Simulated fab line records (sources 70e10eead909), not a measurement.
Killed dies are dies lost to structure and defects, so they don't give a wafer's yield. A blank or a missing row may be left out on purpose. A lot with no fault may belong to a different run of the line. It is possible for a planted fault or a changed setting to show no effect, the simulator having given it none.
What tool caused it? | flow nand-harc | 69 wafers from 23 lots sampled at 6 of the route's 1159 steps

== WHAT EACH GAUGE READ, for each wafer ==
Not one reading of a measure or inspect step in the record can be checked against a usual standard deviation.

== EACH LOT AND THE TOOL THAT RAN IT (in order: tool; ch and the chambers of the sampled wafers; start) ==
lot  | NHARC_A_STAIRCASE_ETCH_15                     | NHARC_A_STAIRCASE_ETCH_23                     | NHARC_A_STAIRCASE_ETCH_188                    | NHARC_A_STAIRCASE_DESCUM_219       | NHARC_A_STAIRCASE_DEP_259       | NHARC_A_STAIRCASE_ETCH_452
L075 | rie-diel-05 ch 2,3, day 11 11:08 or earlier   | rie-diel-05 ch 0,2,3, day 11 11:08 or earlier | rie-diel-05 ch 0,2,3, day 11 11:08 or earlier | rie-diel-13 ch 0,2,3, day 11 11:08 | pecvd-02 ch 1,2, day 11 17:51   | rie-diel-05 ch 0,2,3, no start
L076 | rie-diel-13 ch 0,2,3, day 11 11:17 or earlier | rie-diel-13 ch 0,1,3, day 11 11:17 or earlier | rie-diel-13 ch 0,1,3, day 11 11:17 or earlier | rie-diel-09 ch 1,2,3, day 11 11:17 | pecvd-01 ch 1,2, day 11 19:40   | rie-diel-05 ch 0,1,3, no start
L074 | rie-diel-13 ch 0,1,2, day 11 23:34 or earlier | rie-diel-05 ch 1,2,3, day 11 23:34 or earlier | rie-diel-05 ch 0,1,2, day 11 23:34 or earlier | rie-diel-05 ch 0,2,3, day 11 23:34 | pecvd-02 ch 0,1, day 12 06:56   | rie-diel-05 ch 0,1,2, no start
L079 | rie-diel-05 ch 0,2,3, day 12 05:09 or earlier | rie-diel-05 ch 0,1,2, day 12 05:09 or earlier | rie-diel-09 ch 0,2,3, day 12 05:09 or earlier | rie-diel-13 ch 0,2,3, day 12 05:09 | pecvd-01 ch 1,2, day 12 12:22   | rie-diel-09 ch 0,2,3, no start
L078 | rie-diel-05 ch 1,3, day 12 05:01 or earlier   | rie-diel-05 ch 0,1,2, day 12 05:01 or earlier | rie-diel-05 ch 1,3, day 12 05:01 or earlier   | rie-diel-09 ch 0,1,2, day 12 05:01 | pecvd-04 ch 0,2, day 12 14:11   | rie-diel-09 ch 0,1, no start
L080 | rie-diel-05 ch 0,2,3, day 13 03:06 or earlier | rie-diel-09 ch 1,2,3, day 13 03:06 or earlier | rie-diel-13 ch 0,1,2, day 13 03:06 or earlier | rie-diel-05 ch 0,1,3, day 13 03:06 | pecvd-02 ch 0,2, day 13 10:20   | rie-diel-09 ch 1,2,3, no start
L082 | rie-diel-09 ch 0,2,3, day 13 03:16 or earlier | rie-diel-09 ch 1,2,3, day 13 03:16 or earlier | rie-diel-05 ch 0,2,3, day 13 03:16 or earlier | rie-diel-13 ch 0,1,3, day 13 03:16 | pecvd-01 ch 0,1,2, day 13 11:36 | rie-diel-05 ch 0,1,3, no start
L081 | rie-diel-05 ch 0,1,2, day 13 04:38 or earlier | rie-diel-13 ch 1,2, day 13 04:38 or earlier   | rie-diel-09 ch 0,1, day 13 04:38 or earlier   | rie-diel-13 ch 1,2, day 13 04:38   | pecvd-02 ch 0,1,2, day 13 15:13 | rie-diel-13 ch 0,1, no start
L083 | rie-diel-13 ch 2,3, day 13 06:06 or earlier   | rie-diel-09 ch 0,3, day 13 06:06 or earlier   | rie-diel-05 ch 2,3, day 13 06:06 or earlier   | rie-diel-05 ch 0,3, day 13 06:06   | pecvd-02 ch 0,1,2, day 13 18:54 | rie-diel-05 ch 0,3, no start
L084 | rie-diel-09 ch 0,1, day 13 05:20 or earlier   | rie-diel-13 ch 0,1, day 13 05:20 or earlier   | rie-diel-05 ch 0,1,2, day 13 05:20 or earlier | rie-diel-05 ch 0,2, day 13 05:20   | pecvd-04 ch 0,1,2, day 13 17:08 | rie-diel-13 ch 1,2,3, no start
L088 | rie-diel-13 ch 0,2,3, day 14 04:02 or earlier | rie-diel-13 ch 0,1,3, day 14 04:02 or earlier | rie-diel-05 ch 0,3, day 14 04:02 or earlier   | rie-diel-09 ch 0,2, day 14 04:02   | pecvd-01 ch 0,2, day 14 12:00   | rie-diel-09 ch 0,1,3, no start
L085 | rie-diel-05 ch 0,1, day 14 04:19 or earlier   | rie-diel-05 ch 0,1,3, day 14 04:19 or earlier | rie-diel-09 ch 0,1,2, day 14 04:19 or earlier | rie-diel-13 ch 2,3, day 14 04:19   | pecvd-02 ch 0,1,2, day 14 13:08 | rie-diel-05 ch 0,1,3, no start
L086 | rie-diel-05 ch 1,3, day 14 09:07 or earlier   | rie-diel-09 ch 0,1,2, day 14 09:07 or earlier | rie-diel-05 ch 0,2,3, day 14 09:07 or earlier | rie-diel-13 ch 0,2,3, day 14 09:07 | pecvd-01 ch 1,2, day 14 17:31   | rie-diel-13 ch 2,3, no start
L087 | rie-diel-09 ch 1,2, day 14 16:59 or earlier   | rie-diel-09 ch 0,1,2, day 14 16:59 or earlier | rie-diel-05 ch 0,2,3, day 14 16:59 or earlier | rie-diel-05 ch 0,3, day 14 16:59   | pecvd-04 ch 0,2, day 15 01:27   | rie-diel-05 ch 1,3, no start
L090 | rie-diel-13 ch 0,2, day 14 22:02 or earlier   | rie-diel-09 ch 0,2,3, day 14 22:02 or earlier | rie-diel-09 ch 0,1,3, day 14 22:02 or earlier | rie-diel-05 ch 0,1, day 14 22:02   | pecvd-01 ch 0,1,2, day 15 04:53 | rie-diel-13 ch 1,2, no start
L089 | rie-diel-13 ch 0,1,3, day 14 22:15 or earlier | rie-diel-05 ch 0,1,2, day 14 22:15 or earlier | rie-diel-05 ch 0,1,3, day 14 22:15 or earlier | rie-diel-05 ch 0,1, day 14 22:15   | pecvd-01 ch 0,1, day 15 05:04   | rie-diel-13 ch 0,1,2, no start
L091 | rie-diel-13 ch 0,1, day 15 06:55 or earlier   | rie-diel-13 ch 0,3, day 15 06:55 or earlier   | rie-diel-09 ch 0,1,3, day 15 06:55 or earlier | rie-diel-09 ch 1,3, day 15 06:55   | pecvd-04 ch 1,2, day 15 15:10   | rie-diel-13 ch 0,1, no start
L092 | rie-diel-09 ch 0,3, day 15 07:09 or earlier   | rie-diel-05 ch 0,1,2, day 15 07:09 or earlier | rie-diel-13 ch 0,3, day 15 07:09 or earlier   | rie-diel-09 ch 2,3, day 15 07:09   | pecvd-01 ch 0,1,2, day 15 17:00 | rie-diel-05 ch 0,1,2, no start
L093 | rie-diel-09 ch 0,1,2, day 15 12:51 or earlier | rie-diel-09 ch 0,1, day 15 12:51 or earlier   | rie-diel-13 ch 0,1,3, day 15 12:51 or earlier | rie-diel-09 ch 0,1,2, day 15 12:51 | pecvd-04 ch 1,2, day 15 20:01   | rie-diel-13 ch 0,2, no start
L094 | rie-diel-09 ch 1,2, day 15 23:04 or earlier   | rie-diel-05 ch 1,2,3, day 15 23:04 or earlier | rie-diel-05 ch 1,2,3, day 15 23:04 or earlier | rie-diel-05 ch 2,3, day 15 23:04   | pecvd-04 ch 0,1, day 16 08:46   | rie-diel-05 ch 0,1, no start
L095 | rie-diel-13 ch 2,3, day 16 06:19 or earlier   | rie-diel-05 ch 0,2,3, day 16 06:19 or earlier | rie-diel-05 ch 0,2, day 16 06:19 or earlier   | rie-diel-13 ch 1,2,3, day 16 06:19 | pecvd-04 ch 0,1, day 16 16:23   | rie-diel-05 ch 0,2,3, no start
L096 | rie-diel-13 ch 0,2,3, day 16 11:53 or earlier | rie-diel-13 ch 0,2,3, day 16 11:53 or earlier | rie-diel-05 ch 0,1,3, day 16 11:53 or earlier | rie-diel-05 ch 1,2,3, day 16 11:53 | pecvd-01 ch 0,1,2, day 16 23:47 | rie-diel-09 ch 1,2,3, no start
L097 | rie-diel-13 ch 1,2,3, day 16 22:07 or earlier | rie-diel-13 ch 1,2, day 16 22:07 or earlier   | rie-diel-13 ch 1,2,3, day 16 22:07 or earlier | rie-diel-05 ch 0,2, day 16 22:07   | pecvd-01 ch 0,1,2, day 17 05:26 | rie-diel-05 ch 0,1, no start
- NHARC_A_STAIRCASE_ETCH_15: etches the open film in C4F8/O2, target depth 100 nm, time 40.5 s.
- NHARC_A_STAIRCASE_ETCH_23: etches the open film in C4F8/O2, target depth 100 nm, time 40.5 s.
- NHARC_A_STAIRCASE_ETCH_188: etches the open film in C4F8/O2, target depth 100 nm, time 40.5 s.
- NHARC_A_STAIRCASE_DESCUM_219: chemistry O2, time 3 s.
- NHARC_A_STAIRCASE_DEP_259: deposits SiON, target thk 30 nm.
- NHARC_A_STAIRCASE_ETCH_452: etches the open film in CF4/O2, target depth 30 nm, overetch 3 nm, time 16.5 s.

== AS READ BY THE TOOLS THEMSELVES (means over the sampled wafers that have a number; for cases with no such wafer, the mark the record gives instead) ==
NHARC_A_STAIRCASE_ETCH_15.
lot  | tool        | oes-product-au (a.u.) | rf-fwd-power-W (W) | rf-vpp-V (V)
L075 | rie-diel-05 | 0.941                 | 593.9              | 895
L076 | rie-diel-13 | 0.933                 | 594.3              | 896
L074 | rie-diel-13 | 0.934                 | 591.3              | 894
L079 | rie-diel-05 | 0.937                 | 593.0              | 893
L078 | rie-diel-05 | 0.925                 | 590.8              | 893
L080 | rie-diel-05 | 0.944                 | 591.9              | 893
L082 | rie-diel-09 | 0.937                 | 589.1              | 898
L081 | rie-diel-05 | 0.948                 | 590.8              | 895
L083 | rie-diel-13 | 0.945                 | 592.5              | 901
L084 | rie-diel-09 | 0.937                 | 592.4              | 900
L088 | rie-diel-13 | 0.939                 | 592.0              | 896
L085 | rie-diel-05 | 0.938                 | 589.7              | 896
L086 | rie-diel-05 | 0.939                 | 589.0              | 894
L087 | rie-diel-09 | 0.962                 | 588.8              | 899
L090 | rie-diel-13 | 0.922                 | 591.6              | 896
L089 | rie-diel-13 | 0.928                 | 591.8              | 895
L091 | rie-diel-13 | 0.926                 | 593.0              | 890
L092 | rie-diel-09 | 0.940                 | 592.1              | 900
L093 | rie-diel-09 | 0.968                 | 590.0              | 900
L094 | rie-diel-09 | 0.943                 | 588.2              | 898
L095 | rie-diel-13 | 0.936                 | 593.4              | 900
L096 | rie-diel-13 | 0.924                 | 594.9              | 895
L097 | rie-diel-13 | 0.930                 | 591.1              | 899

NHARC_A_STAIRCASE_ETCH_23.
lot  | tool        | oes-product-au (a.u.) | rf-fwd-power-W (W) | rf-vpp-V (V)
L075 | rie-diel-05 | 0.960                 | 593.9              | 893
L076 | rie-diel-13 | 0.948                 | 593.6              | 896
L074 | rie-diel-05 | 0.933                 | 589.4              | 896
L079 | rie-diel-05 | 0.937                 | 592.7              | 896
L078 | rie-diel-05 | 0.945                 | 591.1              | 896
L080 | rie-diel-09 | 0.932                 | 590.5              | 898
L082 | rie-diel-09 | 0.942                 | 590.0              | 898
L081 | rie-diel-13 | 0.940                 | 590.2              | 900
L083 | rie-diel-09 | 0.948                 | 593.4              | 900
L084 | rie-diel-13 | 0.936                 | 593.0              | 892
L088 | rie-diel-13 | 0.934                 | 592.9              | 895
L085 | rie-diel-05 | 0.950                 | 590.3              | 893
L086 | rie-diel-09 | 0.933                 | 588.7              | 900
L087 | rie-diel-09 | 0.937                 | 591.7              | 899
L090 | rie-diel-09 | 0.961                 | 590.0              | 899
L089 | rie-diel-05 | 0.955                 | 591.0              | 896
L091 | rie-diel-13 | 0.946                 | 593.4              | 896
L092 | rie-diel-05 | 0.977                 | 591.9              | 895
L093 | rie-diel-09 | 0.941                 | 590.0              | 899
L094 | rie-diel-05 | 0.950                 | 590.2              | 895
L095 | rie-diel-05 | 0.935                 | 592.5              | 893
L096 | rie-diel-13 | 0.939                 | 594.2              | 895
L097 | rie-diel-13 | 0.936                 | 590.3              | 897

NHARC_A_STAIRCASE_ETCH_188.
lot  | tool        | oes-product-au (a.u.) | rf-fwd-power-W (W) | rf-vpp-V (V)
L075 | rie-diel-05 | 0.934                 | 591.9              | 892
L076 | rie-diel-13 | 0.956                 | 593.8              | 896
L074 | rie-diel-05 | 0.944                 | 590.8              | 896
L079 | rie-diel-09 | 0.948                 | 591.9              | 899
L078 | rie-diel-05 | 0.932                 | 589.2              | 896
L080 | rie-diel-13 | 0.918                 | 589.3              | 895
L082 | rie-diel-05 | 0.959                 | 593.9              | 893
L081 | rie-diel-09 | 0.947                 | 591.4              | 901
L083 | rie-diel-05 | 0.938                 | 591.4              | 895
L084 | rie-diel-05 | 0.955                 | 592.7              | 896
L088 | rie-diel-05 | 0.931                 | 592.7              | 890
L085 | rie-diel-09 | 0.927                 | 589.9              | 900
L086 | rie-diel-05 | 0.961                 | 593.3              | 893
L087 | rie-diel-05 | 0.929                 | 593.1              | 892
L090 | rie-diel-09 | 0.934                 | 592.8              | 899
L089 | rie-diel-05 | 0.948                 | 593.3              | 893
L091 | rie-diel-09 | 0.937                 | 592.3              | 900
L092 | rie-diel-13 | 0.938                 | 592.9              | 894
L093 | rie-diel-13 | 0.923                 | 593.3              | 896
L094 | rie-diel-05 | 0.928                 | 589.4              | 895
L095 | rie-diel-05 | 0.938                 | 593.0              | 894
L096 | rie-diel-05 | 0.954                 | 591.6              | 892
L097 | rie-diel-13 | 0.936                 | 591.6              | 900

NHARC_A_STAIRCASE_DESCUM_219.
lot  | tool        | drypump-motor-current-A (A) | oes-product-au (a.u.) | rf-vpp-V (V) | showerhead-plenum-p-Torr (Torr) | throttle-valve-pct (%)
L075 | rie-diel-13 | 5.7                         | 0.994                 | 57.1         | 1.92                            | 11.316
L076 | rie-diel-09 | 5.5                         | 0.987                 | 58.3         | 1.96                            | 11.320
L074 | rie-diel-05 | 6.2                         | 1.009                 | 57.8         | 1.86                            | 11.302
L079 | rie-diel-13 | 5.7                         | 0.994                 | 56.8         | 1.92                            | 11.306
L078 | rie-diel-09 | 5.7                         | 1.005                 | 58.0         | 1.98                            | 11.309
L080 | rie-diel-05 | 6.1                         | 1.006                 | 58.2         | 1.87                            | 11.311
L082 | rie-diel-13 | 5.8                         | 0.991                 | 58.6         | 1.90                            | 11.311
L081 | rie-diel-13 | 6.1                         | 0.989                 | 58.3         | 1.96                            | 11.306
L083 | rie-diel-05 | 6.5                         | 1.003                 | 58.0         | 1.82                            | 11.299
L084 | rie-diel-05 | 5.7                         | 1.017                 | 57.5         | 1.90                            | 11.314
L088 | rie-diel-09 | 5.7                         | 1.008                 | 58.8         | 1.97                            | 11.318
L085 | rie-diel-13 | 5.3                         | 1.001                 | 58.6         | 1.99                            | 11.307
L086 | rie-diel-13 | 5.7                         | 0.993                 | 58.4         | 1.92                            | 11.311
L087 | rie-diel-05 | 6.6                         | 0.999                 | 57.0         | 1.81                            | 11.315
L090 | rie-diel-05 | 6.1                         | 1.006                 | 58.3         | 1.87                            | 11.302
L089 | rie-diel-05 | 6.1                         | 1.001                 | 57.8         | 1.87                            | 11.311
L091 | rie-diel-09 | 5.1                         | 1.000                 | 57.0         | 1.94                            | 11.310
L092 | rie-diel-09 | 5.1                         | 1.001                 | 57.6         | 1.93                            | 11.310
L093 | rie-diel-09 | 5.7                         | 1.002                 | 57.4         | 1.97                            | 11.311
L094 | rie-diel-05 | 6.2                         | 1.000                 | 57.7         | 1.85                            | 11.314
L095 | rie-diel-13 | 5.8                         | 0.995                 | 58.5         | 1.96                            | 11.315
L096 | rie-diel-05 | 5.7                         | 0.990                 | 57.4         | 1.90                            | 11.316
L097 | rie-diel-05 | 5.7                         | 1.002                 | 57.2         | 1.89                            | 11.308

NHARC_A_STAIRCASE_DEP_259.
lot  | tool     | heater-power-outer-w (W) | heater-power-w (W) | rf-fwd-power-W (W)
L075 | pecvd-02 | 409                      | 658                | 347.4
L076 | pecvd-01 | 400                      | 642                | 348.6
L074 | pecvd-02 | 352                      | 628                | 347.6
L079 | pecvd-01 | 474                      | 759                | 348.5
L078 | pecvd-04 | 420                      | 690                | 349.1
L080 | pecvd-02 | 433                      | 710                | 346.1
L082 | pecvd-01 | 425                      | 713                | 349.2
L081 | pecvd-02 | 362                      | 631                | 348.9
L083 | pecvd-02 | 382                      | 657                | 347.3
L084 | pecvd-04 | 431                      | 707                | 348.8
L088 | pecvd-01 | 498                      | 834                | 349.9
L085 | pecvd-02 | 391                      | 677                | 348.1
L086 | pecvd-01 | 415                      | 674                | 349.4
L087 | pecvd-04 | 430                      | 705                | 350.2
L090 | pecvd-01 | 431                      | 719                | 348.8
L089 | pecvd-01 | 358                      | 622                | 349.3
L091 | pecvd-04 | 488                      | 781                | 347.6
L092 | pecvd-01 | 397                      | 689                | 348.3
L093 | pecvd-04 | 447                      | 734                | 348.1
L094 | pecvd-04 | 441                      | 728                | 350.0
L095 | pecvd-04 | 456                      | 741                | 349.1
L096 | pecvd-01 | 401                      | 692                | 349.6
L097 | pecvd-01 | 434                      | 736                | 348.4

NHARC_A_STAIRCASE_ETCH_452.
lot  | tool        | drypump-motor-current-A (A) | oes-product-au (a.u.) | rf-fwd-power-W (W) | rf-vpp-V (V) | showerhead-plenum-p-Torr (Torr) | throttle-valve-pct (%)
L075 | rie-diel-05 | 6.1                         | 1.010                 | 292.5              | 196.7        | 1.30                            | 13.404
L076 | rie-diel-05 | 6.1                         | 0.996                 | 293.6              | 197.2        | 1.31                            | 13.397
L074 | rie-diel-05 | 5.7                         | 1.007                 | 292.8              | 197.5        | 1.33                            | 13.393
L079 | rie-diel-09 | 5.3                         | 1.001                 | 293.5              | 198.2        | 1.37                            | 13.398
L078 | rie-diel-09 | 5.7                         | 0.998                 | 292.8              | 199.2        | 1.39                            | 13.396
L080 | rie-diel-09 | 5.4                         | 0.990                 | 292.9              | 198.6        | 1.36                            | 13.397
L082 | rie-diel-05 | 6.1                         | 1.004                 | 293.2              | 196.4        | 1.30                            | 13.392
L081 | rie-diel-13 | 6.2                         | 0.999                 | 295.1              | 197.0        | 1.27                            | 13.409
L083 | rie-diel-05 | 6.6                         | 1.000                 | 293.1              | 196.5        | 1.27                            | 13.399
L084 | rie-diel-13 | 5.8                         | 0.994                 | 294.3              | 199.6        | 1.37                            | 13.395
L088 | rie-diel-09 | 5.4                         | 0.993                 | 294.3              | 197.8        | 1.37                            | 13.403
L085 | rie-diel-05 | 6.1                         | 1.009                 | 293.4              | 197.4        | 1.30                            | 13.393
L086 | rie-diel-13 | 5.7                         | 0.988                 | 292.7              | 197.9        | 1.38                            | 13.396
L087 | rie-diel-05 | 6.2                         | 1.002                 | 293.0              | 198.6        | 1.30                            | 13.401
L090 | rie-diel-13 | 6.2                         | 0.998                 | 292.7              | 198.5        | 1.35                            | 13.396
L089 | rie-diel-13 | 6.2                         | 0.991                 | 294.3              | 196.9        | 1.32                            | 13.399
L091 | rie-diel-13 | 6.3                         | 0.989                 | 294.1              | 197.3        | 1.31                            | 13.393
L092 | rie-diel-05 | 5.7                         | 1.010                 | 293.5              | 196.9        | 1.33                            | 13.395
L093 | rie-diel-13 | 6.0                         | 0.976                 | 293.7              | 197.6        | 1.33                            | 13.394
L094 | rie-diel-05 | 5.6                         | 0.994                 | 294.1              | 197.9        | 1.33                            | 13.395
L095 | rie-diel-05 | 6.1                         | 0.999                 | 293.3              | 196.9        | 1.29                            | 13.388
L096 | rie-diel-09 | 5.4                         | 1.005                 | 291.8              | 197.6        | 1.35                            | 13.400
L097 | rie-diel-05 | 6.1                         | 0.988                 | 294.0              | 197.2        | 1.30                            | 13.401

== THE ANSWER, worked out from the rows above alone ==
Rule: the usual values come from the lots themselves. The widest of any qualifying gaps counts: lots, ordered by their means at a reading, are off when they make up no more than a third of the lots, leave a main group of 4 or more, and stand apart from it by 3 or more times the standard deviation of that group's means. The tables above print the reading to a certain number of digits; a main group whose means all agree to those digits is not used. A lot without any number at a reading at which 4 lots or more have one is off too. All remaining lots with rows at the step are treated as sound. After the gauges, taken in route order, come the tools' own readings; for these a lot's mean is taken, as printed above. The first step at which some lot is off is used, and at that step the reading that is off furthest; a lot without a number counts as furthest.
None of the lots is off at any reading shown; this tells nothing.

== WHAT THE SIMULATOR HAD PUT IN ==
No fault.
